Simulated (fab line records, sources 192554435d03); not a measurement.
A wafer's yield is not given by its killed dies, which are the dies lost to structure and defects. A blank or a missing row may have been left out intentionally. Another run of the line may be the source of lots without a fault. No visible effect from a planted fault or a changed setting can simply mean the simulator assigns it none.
Lot-split experiment :: flow n5 finfet :: route with 1938 steps; 7 lots, 21 wafers read

== THE SPLIT ITSELF ==
At N5_BEOL_M12_ILD_DEP_00 (deposits SiOC from DEMS/O2, target thk 658.92 nm, time 130.7 s), the setting time s was moved away from the recipe's 130.7 s on 7 of the 21 wafers read, by -13.5% to -7.7%. For the rest of the wafers, this setting stayed at what the recipe calls for.

Between the split and the reading, the file records no step.

== THE READING ==
M12_ILD_THK (nm), taken at N5_BEOL_M12_THK_MEAS_01. On this fab line, fault-free wafers typically give 660 nm with a standard deviation of 10 nm.

wafer: L074.2
tool, chamber at the split: pecvd-04, 2
time s as run, s: 130.7
against the recipe: recipe
M12_ILD_THK, nm: 644
against lot-mates on the recipe: -

wafer: L074.3
tool, chamber at the split: pecvd-04, 1
time s as run, s: 130.7
against the recipe: recipe
M12_ILD_THK, nm: 656
against lot-mates on the recipe: -

wafer: L074.5
tool, chamber at the split: pecvd-04, 1
time s as run, s: 130.7
against the recipe: recipe
M12_ILD_THK, nm: 655
against lot-mates on the recipe: -

wafer: L078.2
tool, chamber at the split: pecvd-01, 1
time s as run, s: 130.7
against the recipe: recipe
M12_ILD_THK, nm: 652
against lot-mates on the recipe: -

wafer: L078.4
tool, chamber at the split: pecvd-01, 1
time s as run, s: 130.7
against the recipe: recipe
M12_ILD_THK, nm: 662
against lot-mates on the recipe: -

wafer: L078.5
tool, chamber at the split: pecvd-01, 1
time s as run, s: 130.7
against the recipe: recipe
M12_ILD_THK, nm: 658
against lot-mates on the recipe: -

wafer: L082.1
tool, chamber at the split: pecvd-02, 2
time s as run, s: 115.6
against the recipe: -11.6%
M12_ILD_THK, nm: 565
against lot-mates on the recipe: -97

wafer: L082.3
tool, chamber at the split: pecvd-02, 2
time s as run, s: 115.6
against the recipe: -11.6%
M12_ILD_THK, nm: 576
against lot-mates on the recipe: -86

wafer: L082.5
tool, chamber at the split: pecvd-02, 1
time s as run, s: 130.7
against the recipe: recipe
M12_ILD_THK, nm: 662
against lot-mates on the recipe: -

wafer: L088.3
tool, chamber at the split: pecvd-02, 1
time s as run, s: 118.7
against the recipe: -9.2%
M12_ILD_THK, nm: 608
against lot-mates on the recipe: no lot-mate on the recipe

wafer: L088.4
tool, chamber at the split: pecvd-02, 1
time s as run, s: 118.7
against the recipe: -9.2%
M12_ILD_THK, nm: 616
against lot-mates on the recipe: no lot-mate on the recipe

wafer: L088.6
tool, chamber at the split: pecvd-02, 2
time s as run, s: 118.7
against the recipe: -9.2%
M12_ILD_THK, nm: 598
against lot-mates on the recipe: no lot-mate on the recipe

wafer: L094.1
tool, chamber at the split: pecvd-04, 2
time s as run, s: 130.7
against the recipe: recipe
M12_ILD_THK, nm: 643
against lot-mates on the recipe: -

wafer: L094.5
tool, chamber at the split: pecvd-04, 2
time s as run, s: 130.7
against the recipe: recipe
M12_ILD_THK, nm: 648
against lot-mates on the recipe: -

wafer: L094.6
tool, chamber at the split: pecvd-04, 0
time s as run, s: 113.1
against the recipe: -13.5%
M12_ILD_THK, nm: 576
against lot-mates on the recipe: -70

wafer: L095.1
tool, chamber at the split: pecvd-02, 0
time s as run, s: 130.7
against the recipe: recipe
M12_ILD_THK, nm: 660
against lot-mates on the recipe: -

wafer: L095.2
tool, chamber at the split: pecvd-02, 2
time s as run, s: 130.7
against the recipe: recipe
M12_ILD_THK, nm: 650
against lot-mates on the recipe: -

wafer: L095.4
tool, chamber at the split: pecvd-02, 0
time s as run, s: 130.7
against the recipe: recipe
M12_ILD_THK, nm: 672
against lot-mates on the recipe: -

wafer: L096.4
tool, chamber at the split: pecvd-04, 0
time s as run, s: 130.7
against the recipe: recipe
M12_ILD_THK, nm: 672
against lot-mates on the recipe: -

wafer: L096.5
tool, chamber at the split: pecvd-04, 2
time s as run, s: 120.6
against the recipe: -7.7%
M12_ILD_THK, nm: 613
against lot-mates on the recipe: -56

wafer: L096.6
tool, chamber at the split: pecvd-04, 1
time s as run, s: 130.7
against the recipe: recipe
M12_ILD_THK, nm: 667
against lot-mates on the recipe: -

THE FIT
A straight line over all 21 wafers: M12_ILD_THK changes by +6.36 nm for each +1% of time s; r = +0.96; the points scatter about the line by 10 nm.
The same after taking each lot's own level away (the mean of its wafers on the recipe; 18 wafers): +6.83 nm for each +1%; r = +0.97; scatter 9 nm.
That fit puts the effect of the largest move of time s on the reading at 92 nm.
From 645.5 to 669.5 nm: that is the span of the lots' own levels, equal to 2.4 times the standard deviation above.
The two slopes agree, so the slope changes little with the lot-to-lot level.
Check: for one of the wafers moved furthest among these (-13.5%), held out of the fit, the line's prediction against its lot-mates is -105 nm. Against them it came out at -69.5 nm.

== FURTHER SPLITS ON THESE WAFERS ==
These wafers also went through other splits before the reading. Each is held against what the fit with the lots' levels taken away leaves over:
other split on the same wafers: N5_BEOL_M8_PECVD_70 temp c
wafers away from the commonest value: 6
r with M12_ILD_THK (lot level and that fit taken away): +0.17

other split on the same wafers: N5_BEOL_M8_COAT_59 spin rpm
wafers away from the commonest value: 10
r with M12_ILD_THK (lot level and that fit taken away): +0.21

other split on the same wafers: N5_BEOL_M9_COAT_05 spin rpm
wafers away from the commonest value: 7
r with M12_ILD_THK (lot level and that fit taken away): +0.22

other split on the same wafers: N5_BEOL_M9_ETCH_62 source w
wafers away from the commonest value: 8
r with M12_ILD_THK (lot level and that fit taken away): -0.39

other split on the same wafers: N5_BEOL_M10_ETCH_41 source w
wafers away from the commonest value: 5
r with M12_ILD_THK (lot level and that fit taken away): -0.12

== THE WHOLE CHAIN: every reading that the file lists as answering this split, in the file's order ==
step: N5_BEOL_M12_ILD_DEP_00
what it does: deposits SiOC from DEMS/O2, target thk 658.92 nm, time 130.7 s
reading: SiOC_of_BEOL_M12_ILD_DEP_00.thk nm (the simulator's own value, which no gauge read)
change (the file's fit): +6.53 nm for each +1% of the setting
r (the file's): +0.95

step: N5_BEOL_M12_THK_MEAS_01
what it does: 
reading: M12_ILD_THK
change (the file's fit): +6.53 for each +1% of the setting
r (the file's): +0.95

step: N5_BEOL_M12_VIA_ETCH_16
what it does: etches SiOC in C4F8/O2/Ar, target depth 724.8 nm
reading: etch.depth nm (the simulator's own value, which no gauge read)
change (the file's fit): +6.54 nm for each +1% of the setting
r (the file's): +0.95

step: N5_BEOL_M12_VIA_ETCH_16
what it does: etches SiOC in C4F8/O2/Ar, target depth 724.8 nm
reading: coat_of_BEOL_M12_COAT_04.thk nm (the simulator's own value, which no gauge read)
change (the file's fit): -1.82 nm for each +1% of the setting
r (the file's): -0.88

step: N5_BEOL_M12_STRIP_63
what it does: strips in N2/H2
reading: strip time to endpoint s
change (the file's fit): withheld for each +1% of the setting
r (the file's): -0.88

step: N5_BEOL_M12_ETCH_38
what it does: etches SiCN in CF4/N2, target depth 68.7 nm, time 73.4 s
reading: SiOC_of_BEOL_M12_ILD_DEP_00.thk nm (the simulator's own value, which no gauge read)
change (the file's fit): +6.41 nm for each +1% of the setting
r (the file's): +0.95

== FILE'S OWN FIT ==
M12_ILD_THK changes by +6.53 nm for each +1% of time s, r = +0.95.
